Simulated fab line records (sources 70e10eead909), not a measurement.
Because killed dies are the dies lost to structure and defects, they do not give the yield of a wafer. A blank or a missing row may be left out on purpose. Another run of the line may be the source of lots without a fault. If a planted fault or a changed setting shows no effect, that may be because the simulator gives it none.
Problem report, 8D (eight disciplines) form, completed by code || flow nand-harc || the parts of the form that need people (team, actions taken, sign-off) are left out

== 1. PROBLEM STATEMENT ==
oes-product-au at NHARC_A_M1_ETCH_35 reads a mean of 0.861 a.u. on 1 wafer of 1 lot; wafers without a fault read 1.000 a.u. with a standard deviation of 0.013. Relative to the usual mean, that is a shift of -11 standard deviations.
The step: etches the open film in N2/H2, target depth 40 nm, overetch 12 nm, time 43.94 s.
The first sign was on wafer L173.4 at day 28 14:01, on rie-diel-05. At this step, 36 wafers from 12 lots have a number in the record. The rule behind "out" and "out of limits": a value lying over 4 standard deviations away from the usual mean. The rest of the wafers with a number are treated as sound.

== 2. WHAT IT IS; WHAT IT IS NOT ==
{"question": "which readings at this step", "is": "oes-product-au", "is not": "drypump-motor-current-A, rf-vpp-V, showerhead-plenum-p-Torr, throttle-valve-pct"}
{"question": "which lots", "is": "L173", "is not": "L158, L159, L160, L161, L162, L163, L164, L176, L177, L178, L180"}
{"question": "which wafers of those lots", "is": "L173.4", "is not": "L173.2, L173.3"}
{"question": "read on which tools", "is": "rie-diel-05", "is not": "rie-diel-01, rie-diel-04"}
{"question": "when", "is": "from day 28 14:01", "is not": "up to then (23 sound wafers); but 12 sound wafers of L176, L177, L178, L180 came after"}

== 3. WHAT RULES OUT EACH SUSPECT ==
Counting: any tool at a process step up to the reading remains a suspect provided it ran every lot that is out. Sound lots after the first of them don't rule it out here, since some wafers of a struck lot are sound.
- cmp-03 at NHARC_A_M0_CMP_23 (polishes, t overpolish 20 s, target thk 113.75 nm): kept. It ran the lot that is out, L173 (day 28 11:19); its last sound lot up to then is L163 (day 24 14:44).
- rie-diel-05 at NHARC_A_M1_ETCH_35 (etches the open film in N2/H2, target depth 40 nm, overetch 12 nm, time 43.94 s): kept. It ran the lot that is out, L173 (day 28 14:01); its last sound lot up to then is L163 (day 24 16:54). On those wafers its own readings are out: oes-product-au.
- cmp-03, NHARC_A_M0_CMP_23: wafers that are out in chamber 1, sound lot-mates in chambers 0, 2.
- rie-diel-05, NHARC_A_M1_ETCH_35: wafers that are out in chamber 3, sound lot-mates in chambers 1, 2.
Remaining after the count are cmp-03 at NHARC_A_M0_CMP_23 and rie-diel-05 at NHARC_A_M1_ETCH_35.

== 4. THE CAUSE (what the simulator had put in) ==
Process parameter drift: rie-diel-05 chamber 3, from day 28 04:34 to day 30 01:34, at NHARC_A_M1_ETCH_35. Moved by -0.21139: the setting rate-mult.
2 suspects survive the count, and this tool is in that group.

== 5. SEQUENCE OF EFFECTS, ordered by route ==
Each row: a reading whose mean over the struck wafers that have a number lies more than 3 standard deviations from the usual. Only readings whose record carries a usual standard deviation are examined. hours: median over the lots of the time between each lot's start at the first step of this table that gives one and its start at this step. sigmas: the change, counted in usual standard deviations.
{"hours": 0, "step": "NHARC_A_M1_ETCH_35", "reading": "oes-product-au", "usual": "1.000 a.u.", "on struck wafers": 0.861, "change": -0.139, "sigmas": -11}
Here are the process steps it includes:
- NHARC_A_M1_ETCH_35: etches the open film in N2/H2, target depth 40 nm, overetch 12 nm, time 43.94 s.
At these later measuring or inspecting steps, every struck wafer for which the step has a row has a number for every such reading, and none has moved that far: NHARC_END_SORT_01.

== 6. WHAT WOULD HAVE CAUGHT IT SOONER ==
The fault began at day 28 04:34; the first out-of-limits reading in this record came at day 28 14:01, 9 hours later.
